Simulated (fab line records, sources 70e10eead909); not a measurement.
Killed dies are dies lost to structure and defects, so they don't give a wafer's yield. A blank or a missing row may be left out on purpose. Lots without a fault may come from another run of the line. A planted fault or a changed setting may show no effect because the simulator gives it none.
One fault seen from 2 desks | flow nand_harc | each desk has only its own numbers; what lay behind them comes last

THE DEFECT DESK
What the inspections along the route counted, lot by lot: means of the sampled wafers that have a number. A lot is out of limits, marked OUT, if its mean lies more than 4 standard deviations from the usual mean; the brackets give that distance.
Columns: A = raw_defect_count at NHARC_A_SIN_REMOVE_INSPECT_04, usual 399
lot  | first seen here | A
L834 | day 20 20:07    | 594
L835 | day 21 16:42    | 452
L838 | day 22 16:37    | 373
L840 | day 23 12:59    | 365
L839 | day 23 21:43    | 385
L841 | day 23 21:43    | 493
L842 | day 24 18:54    | 415
L843 | day 24 23:19    | 425
L844 | day 25 08:40    | 345
L847 | day 26 00:37    | 395
L848 | day 27 18:23    | 242
L851 | day 28 02:20    | 504
L855 | day 30 02:31    | 298
This desk's finding: nothing out of limits on any of the 13 lots.

THE TOOL OWNER'S DESK: rie_metal-01
The tool's own readings at NHARC_A_WL_FILL_ETCHBACK_17 (etches the open film in Cl2/BCl3, target depth 4 nm, time 26.7 s): means of the sampled wafers that have a number, for each lot that ran on this tool. A lot is out of limits, marked OUT, if its mean lies more than 4 standard deviations from the usual mean; the brackets give that distance.
Columns: A = drypump_motor_current_A at NHARC_A_WL_FILL_ETCHBACK_17, usual 5.70 A; B = oes_product_au at NHARC_A_WL_FILL_ETCHBACK_17, usual 1.008 a.u.; C = run_length_s at NHARC_A_WL_FILL_ETCHBACK_17, usual 48.1 s
lot  | first seen here | A    | B     | C
L838 | day 23 03:11    | 5.70 | 1.016 | 48.4
L839 | day 24 09:35    | 5.39 | 1.004 | 48.2
L844 | day 25 23:19    | 5.71 | 1.002 | 48.1
L847 | day 26 12:19    | 5.73 | 1.015 | 48.6
L848 | day 28 07:10    | 5.90 | 1.015 | 47.2
L851 | day 28 18:02    | 5.36 | 1.003 | 48.5
This desk's finding: nothing out of limits on any of the 6 lots.

PUT TOGETHER
The defect desk saw nothing out of limits.
The tool owner's desk saw nothing out of limits.

WHAT THE SIMULATOR HAD PUT IN
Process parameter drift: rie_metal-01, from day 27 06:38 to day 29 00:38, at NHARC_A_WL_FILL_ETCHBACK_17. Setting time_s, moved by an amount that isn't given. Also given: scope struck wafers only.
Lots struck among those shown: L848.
